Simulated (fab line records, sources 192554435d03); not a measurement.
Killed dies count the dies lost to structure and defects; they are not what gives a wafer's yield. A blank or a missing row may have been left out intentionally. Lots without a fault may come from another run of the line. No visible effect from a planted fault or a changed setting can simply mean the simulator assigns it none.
fab line records    flow n5_finfet
[record] lots = 11  wafers = 30  last_day = 18
route steps=1938 shown MIM_BOT@1832 MIM_TOP_LITHO@1844 MIM_TOP_ETCH@1851 PASSIVATION@1936
lots that met no fault: from a run of the same line without faults
start_h: the number of hours between the record's first day and the start of the first shown wafer of the lot    wait_h: hours from the lot's prior step to this one    " as in the row above    L1.1+2: one row covering several wafers at once    - no value, or no start was given    * or withheld: withheld    < > ~ a bound
route shown NAME@n: names a module that has steps shown in the file, with the first one's number in the route    usual: mean/standard deviation taken from wafers without a fault    same: alike in all rows    chamber/n: place in a boat    sites: each site's reading    _std_site: their standard deviation    _edge_site: mean of outer sites minus mean of inner sites    radius_mm: how far each site lies from the wafer's centre    mask NAME#n: copy n    behind: tool/chamber where the wafer was last shaped    hold: what put the lot on hold/how long, in hours/how the hold closed    device: names the non-switching transistor (n, p or np)    end of line: tests run on the same wafers once the route is complete    a step with no rows: only its recipe    killed: count of dies lost to structure and defects at first sort (not the wafer's yield)    map: a wafer's dies, marking killed ones x, the rest . and places with no die _
set.NAME: the run value of the setting; set.NAME@STEP: its run value at that earlier step    model.NAME: the simulator's own value behind a step, which no gauge read
a sample of lots followed through the steps of the route, with each step as a table and each wafer as a row
services: a tool's chamber out of use, with start hour (start_h, from the record's first day; less than 0 if before it), hours out, and reason
[[steps]]
[step N5_MIM_BOT_DEGAS_01]
[recipe] ambient = vacuum  temp_c = 300  time_s = 60
[usual] heater_power_w = 471/29
lot.wafer  tool            chamber  start_h  wait_h  heater_power_w
L375.2     pvd_sputter-03  -        295.69   0.7     449
L375.3     "               -        "        "       511
L377.1     pvd_sputter-03  -        321.73   1.0     519
L377.3     "               -        "        "       451
L377.6     "               -        "        "       454
L379.1     pvd_sputter-02  -        325.84   1.5     513
L379.3     "               -        "        "       439
L379.4     "               -        "        "       463
L380.1     pvd_sputter-03  -        332.68   0.2     510
L380.4     "               -        "        "       450
L380.6     "               -        "        "       506
L381.1     pvd_sputter-01  -        336.64   0.8     476
L381.6     "               -        "        "       467
L382.1     pvd_sputter-03  -        351.45   2.1     449
L382.4     "               -        "        "       460
L383.3     pvd_sputter-03  -        361.65   2.0     450
L383.4     "               -        "        "       515
L383.6     "               -        "        "       449
L391.2     pvd_sputter-03  -        401.88   1.3     452
L391.3     "               -        "        "       445
L391.6     "               -        "        "       511
L393.3     pvd_sputter-02  -        421.59   1.0     460
L393.5     "               -        "        "       514
L393.6     "               -        "        "       461
L394.2     pvd_sputter-01  -        427.87   2.5     485
L394.4     "               -        "        "       436
L394.5     "               -        "        "       459
L396.1     pvd_sputter-01  -        428.19   1.7     482
L396.3     "               -        "        "       490
L396.4     "               -        "        "       452
[step N5_MIM_TOP_LITHO_PEB_06]
[recipe] peb_temp_c = withheld  peb_time_s = *
[usual] resist_line_temp_C = *
lot.wafer  tool            chamber  start_h  wait_h  resist_line_temp_C
L375.2     litho_track-05  0        296.71   0.0     *
L375.3     "               0        "        "       *
L377.1     litho_track-01  0        323.05   0.1     *
L377.3     "               0        "        "       *
L377.6     "               0        "        "       *
L379.1     litho_track-01  0        327.27   0.1     *
L379.3     "               0        "        "       *
L379.4     "               0        "        "       *
L380.1     litho_track-02  0        333.69   0.1     *
L380.4     "               0        "        "       *
L380.6     "               0        "        "       *
L381.1     litho_track-01  0        338.07   0.1     *
L381.6     "               0        "        "       *
L382.1     litho_track-01  0        352.76   0.1     *
L382.4     "               0        "        "       *
L383.3     litho_track-01  0        362.61   0.0     *
L383.4     "               0        "        "       *
L383.6     "               0        "        "       *
L391.2     litho_track-05  0        403.28   0.0     *
L391.3     "               0        "        "       *
L391.6     "               0        "        "       *
L393.3     litho_track-01  0        422.90   0.0     *
L393.5     "               0        "        "       *
L393.6     "               0        "        "       *
L394.2     litho_track-01  0        429.55   0.0     *
L394.4     "               0        "        "       *
L394.5     "               0        "        "       *
L396.1     litho_track-01  0        430.10   0.1     *
L396.3     "               0        "        "       *
L396.4     "               0        "        "       *
[step N5_MIM_TOP_LITHO_CD_MEAS_08]
[recipe] target_cd_nm = 2000  landing_energy_ev = 500  detector = se_inlens
[usual] cd_nm = 2000.7/1.5
[same] landing_energy_ev = 500
lot.wafer  tool       chamber  start_h  wait_h  cd_nm
L375.2     cd_sem-02  0        296.83   -       1999.8
L375.3     "          0        "        "       2000.6
L377.1     cd_sem-01  0        323.17   -       1998.2
L377.3     "          0        "        "       2001.3
L377.6     "          0        "        "       2000.5
L379.1     cd_sem-01  0        327.39   -       2004.5
L379.3     "          0        "        "       2002.8
L379.4     "          0        "        "       2003.9
L380.1     cd_sem-01  0        333.81   -       2000.1
L380.4     "          0        "        "       1998.1
L380.6     "          0        "        "       1999.1
L381.1     cd_sem-01  0        338.19   -       2013.0
L381.6     "          0        "        "       2012.7
L382.1     cd_sem-03  0        352.88   -       2014.7
L382.4     "          0        "        "       2001.0
L383.3     cd_sem-03  0        362.74   -       2000.6
L383.4     "          0        "        "       2002.3
L383.6     "          0        "        "       2013.9
L391.2     cd_sem-03  0        403.40   -       2001.5
L391.3     "          0        "        "       1999.9
L391.6     "          0        "        "       2001.4
L393.3     cd_sem-02  0        423.03   -       2003.1
L393.5     "          0        "        "       2000.1
L393.6     "          0        "        "       2003.2
L394.2     cd_sem-02  0        429.67   -       2001.4
L394.4     "          0        "        "       2001.0
L394.5     "          0        "        "       2002.8
L396.1     cd_sem-02  0        430.22   -       2001.0
L396.3     "          0        "        "       2000.9
L396.4     "          0        "        "       2000.4
[step N5_MIM_TOP_ETCH_ETCH_00]
[recipe] chemistry = Cl2/BCl3  target = TiN  target_depth_a = 385  ion_energy_ev = 150  pressure_mtorr = 10  icp_w = 1000  bias_w = 126  Cl2_flow_sccm = 53.25  bcl3_flow_sccm = 21.75  Ar_flow_sccm = 25
[usual] drypump_motor_current_A = 5.7/0.55  oes_product_au = 0.84/0.082  throttle_valve_pct = 22.68/0.21
lot.wafer  tool          chamber  start_h  wait_h  drypump_motor_current_A  oes_product_au  rf_hours_counter_h  throttle_valve_pct
L375.2     rie_metal-03  1        297.00   0.1     5.1                      0.76            60                  22.58
L375.3     "             1        "        "       5.1                      0.75            -                   22.56
L377.1     rie_metal-02  0        323.34   0.1     5.7                      0.82            27                  22.42
L377.3     "             0        "        "       5.7                      0.81            -                   22.43
L377.6     "             0        "        "       5.7                      0.82            -                   22.44
L379.1     rie_metal-03  1        327.65   0.1     5.1                      0.75            62                  22.59
L379.3     "             0        "        "       5.3                      0.93            -                   22.76
L379.4     "             1        "        "       5.1                      0.76            -                   22.57
L380.1     rie_metal-02  0        333.98   0.1     5.6                      0.80            29                  22.43
L380.4     "             0        "        "       5.6                      0.80            -                   22.42
L380.6     "             0        "        "       5.7                      0.80            -                   22.42
L381.1     rie_metal-01  0        338.38   0.1     6.7                      0.74            60                  23.06
L381.6     "             1        "        "       5.0                      0.94            -                   22.60
L382.1     rie_metal-01  0        353.06   0.1     6.7                      0.75            61                  23.08
L382.4     "             1        "        "       5.1                      0.92            -                   22.60
L383.3     rie_metal-02  1        362.98   0.1     5.9                      0.96            -                   22.72
L383.4     "             0        "        "       5.6                      0.80            -                   22.44
L383.6     "             0        "        "       5.6                      0.80            -                   22.42
L391.2     rie_metal-03  1        403.58   0.1     5.1                      0.73            69                  22.59
L391.3     "             0        "        "       5.3                      0.87            -                   22.79
L391.6     "             1        "        "       5.1                      0.73            -                   22.59
L393.3     rie_metal-01  0        423.24   0.1     6.7                      0.72            -                   23.08
L393.5     "             1        "        "       5.1                      0.87            -                   22.60
L393.6     "             0        "        "       6.7                      0.72            -                   23.11
L394.2     rie_metal-02  0        429.84   0.1     5.7                      0.78            37                  22.44
L394.4     "             1        "        "       5.9                      0.92            -                   22.76
L394.5     "             1        "        "       6.0                      0.90            -                   22.74
L396.1     rie_metal-02  1        430.40   0.1     5.9                      0.91            8                   22.75
L396.3     "             1        "        "       5.9                      0.90            -                   22.74
L396.4     "             0        "        "       5.7                      0.78            -                   22.45
[step N5_MIM_TOP_ETCH_STRIP_01]
[recipe] chemistry = O2  power_w = 600  temp_c = 60  pressure_mtorr = 30  rf_frequency_hz = 6e+07  bias_power_w = 0  overash_fraction = 0.5  o2_flow_sccm = 225
[usual] drypump_motor_current_A = 5.9/0.34  oes_product_au = 0.82/0.085  rf_vpp_V = 3.5/1.4  showerhead_plenum_p_Torr = 2.12/0.063  temp_c = 60.01/0.12  throttle_valve_pct = 16.65/0.24
lot.wafer  tool         chamber  start_h  wait_h  drypump_motor_current_A  oes_product_au  rf_hours_counter_h  rf_vpp_V  showerhead_plenum_p_Torr  temp_c  throttle_valve_pct
L375.2     rie_diel-02  1        297.14   0.1     5.7                      0.86            38                  4.0       2.12                      60.09   16.32
L375.3     "            0        "        "       5.5                      0.72            197                 2.9       2.16                      60.20   17.13
L377.1     rie_diel-01  2        323.62   0.2     5.8                      0.90            45                  2.1       2.22                      60.01   16.52
L377.3     "            3        "        "       5.9                      0.80            100                 1.9       2.10                      60.07   16.74
L377.6     "            3        "        "       5.9                      0.80            -                   2.8       2.10                      60.08   16.72
L379.1     rie_diel-02  3        327.80   0.1     6.3                      0.83            72                  1.9       2.22                      60.27   16.63
L379.3     "            1        "        "       5.7                      0.84            49                  2.6       2.11                      60.03   16.38
L379.4     "            1        "        "       5.7                      0.85            -                   4.9       2.11                      59.94   16.44
L380.1     rie_diel-01  3        334.24   0.2     5.8                      0.82            103                 2.4       2.10                      59.91   16.70
L380.4     "            2        "        "       5.9                      0.92            48                  6.1       2.22                      60.25   16.59
L380.6     "            3        "        "       5.8                      0.78            -                   2.0       2.10                      59.92   16.76
L381.1     rie_diel-05  0        338.53   0.1     6.1                      1.00            3                   4.5       2.14                      59.86   16.47
L381.6     "            2        "        "       5.0                      0.70            -                   2.8       1.99                      59.88   16.72
L382.1     rie_diel-02  3        353.20   0.1     6.2                      0.86            79                  4.3       2.22                      59.84   16.66
L382.4     "            2        "        "       6.2                      0.93            6                   3.4       2.05                      59.98   16.23
L383.3     rie_diel-05  2        363.08   0.1     5.0                      0.70            231                 2.2       1.99                      60.13   16.73
L383.4     "            3        "        "       5.7                      0.87            33                  4.8       2.14                      60.12   16.61
L383.6     "            3        "        "       5.8                      0.86            -                   3.1       2.14                      59.97   16.62
L391.2     rie_diel-02  1        403.75   0.1     5.7                      0.81            71                  2.4       2.11                      60.02   16.42
L391.3     "            2        "        "       6.2                      0.87            22                  5.9       2.05                      60.19   16.28
L391.6     "            1        "        "       5.7                      0.85            -                   6.1       2.11                      60.03   16.39
L393.3     rie_diel-02  3        423.35   0.1     6.3                      0.83            100                 3.4       2.21                      59.95   16.71
L393.5     "            3        "        "       6.2                      0.80            -                   3.4       2.21                      59.94   16.71
L393.6     "            0        "        "       5.5                      0.71            -                   2.8       2.14                      60.16   17.21
L394.2     rie_diel-05  1        429.99   0.1     6.0                      0.68            215                 3.1       2.06                      60.11   16.76
L394.4     "            0        "        "       6.1                      0.91            -                   3.2       2.13                      60.24   16.50
L394.5     "            3        "        "       5.8                      0.83            -                   4.2       2.13                      60.09   16.67
L396.1     rie_diel-01  2        430.54   0.1     5.9                      0.85            79                  2.8       2.20                      59.85   16.60
L396.3     "            3        "        "       5.9                      0.78            128                 2.7       2.09                      60.01   16.76
L396.4     "            0        "        "       6.3                      0.79            134                 3.4       2.09                      59.95   16.94
[step N5_PASSIVATION_PROBE_49]
[usual] defect_limited_yield = 91.2/1.4  killed_at_M0_to_M3 = 34/9.4  killed_at_M4_up = 14/5.6  killed_at_contacts = 13/7.8  killed_at_front_end = 37/10  killed_at_other = 4/3.3  killed_dies = 103/17  killed_open = 68/13  killed_short = 33/8.2  sort_bin_5_function = 5.1/0.92  sort_bin_6_memory = 3.3/0.71  sort_bin_8_speed = 0.01/0.043  sort_n_pass = 1077/17  sort_yield_pct = 91.2/1.4
[same] gross_dies = 1180  killed_at_back_side = 0  sort_bin_4_leakage[%] = 0
lot.wafer  tool       chamber  start_h  wait_h  defect_limited_yield[%]  killed_at_M0_to_M3  killed_at_M4_up  killed_at_contacts  killed_at_front_end  killed_at_other  killed_dies  killed_open  killed_short  sort_bin_5_function[%]  sort_bin_6_memory[%]  sort_bin_8_speed[%]  sort_n_pass  sort_yield_pct[%]
L382.4     prober-01  -        362.92   0.2     90.0                     39                  12               16                  46                   5                118          72           44            5.5                     3.9                   0                    1062         90.0
// killed by level:class
L382.4 MOL_CONTACT_COAG:geometric_particle:open=13 STI_FIN_REVEAL:geometric_particle:open=9 BEOL_M0_SAQP:geometric_particle:short=9 BEOL_M0_SAQP:geometric_particle:open=7 GATE_CUT:geometric_particle:short=7 FIN_SAQP:geometric_particle:short=6 DUMMY_GATE:geometric_particle:open=6 FIN_SAQP:geometric_particle:open=5
[[services]]
tool            chamber  start_h  hours  kind
litho_track-01  -        281.34   -      consumable_replace:filter
rie_diel-05     0        306.85   -      clean
rie_diel-05     0        306.85   -      consumable_replace:focus_ring
rie_diel-05     0        306.85   23.4   scheduled_down
rie_diel-05     0        306.85   23.4   vent_cycle
rie_metal-03    1        308.86   17.4   repair
rie_diel-01     0        309.55   5.6    repair
rie_metal-02    1        310.12   -      clean
rie_metal-02    1        310.12   24.6   scheduled_down
rie_metal-02    1        310.12   24.6   vent_cycle
rie_diel-02     2        313.40   -      clean
rie_diel-02     2        313.40   -      consumable_replace:focus_ring
rie_diel-02     2        313.40   18.2   scheduled_down
rie_diel-02     2        313.40   18.2   vent_cycle
rie_diel-01     -        320.61   2.8    pm
rie_diel-01     3        370.74   13.1   repair
rie_diel-02     3        383.28   7.3    repair
rie_metal-03    1        414.67   6.6    repair
rie_diel-05     2        426.90   -      clean
rie_diel-05     2        426.90   -      consumable_replace:focus_ring
rie_diel-05     2        426.90   -      consumable_replace:showerhead
rie_diel-05     2        426.90   15.7   scheduled_down
rie_metal-03    0        427.61   15.8   repair
rie_diel-05     3        430.46   22.3   repair
[[key]]
[first_sign] step = N5_MIM_TOP_LITHO_CD_MEAS_08  reading = cd_nm  direction = up  sigmas = 8.7  usual = 2000.7  struck = 2013.6
effect none on later readings
met_at N5_MIM_TOP_LITHO_PEB_06
struck_lots L381,L382,L383
struck_wafers L381.1,L381.6,L382.1,L383.6
not_acting_at N5_MIM_BOT_DEGAS_01,N5_MIM_TOP_ETCH_ETCH_00,N5_MIM_TOP_ETCH_STRIP_01
onset_between 327.27 338.07
[fault] kind = process_parameter_drift  tool = litho_track-01  chamber = -  onset_h = 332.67  steps = N5_MIM_TOP_LITHO_PEB_06  channel = peb_time_s  offset = *  shape = step  end_h = 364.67  scope = struck_wafers_only  acts_in = *  stated = *
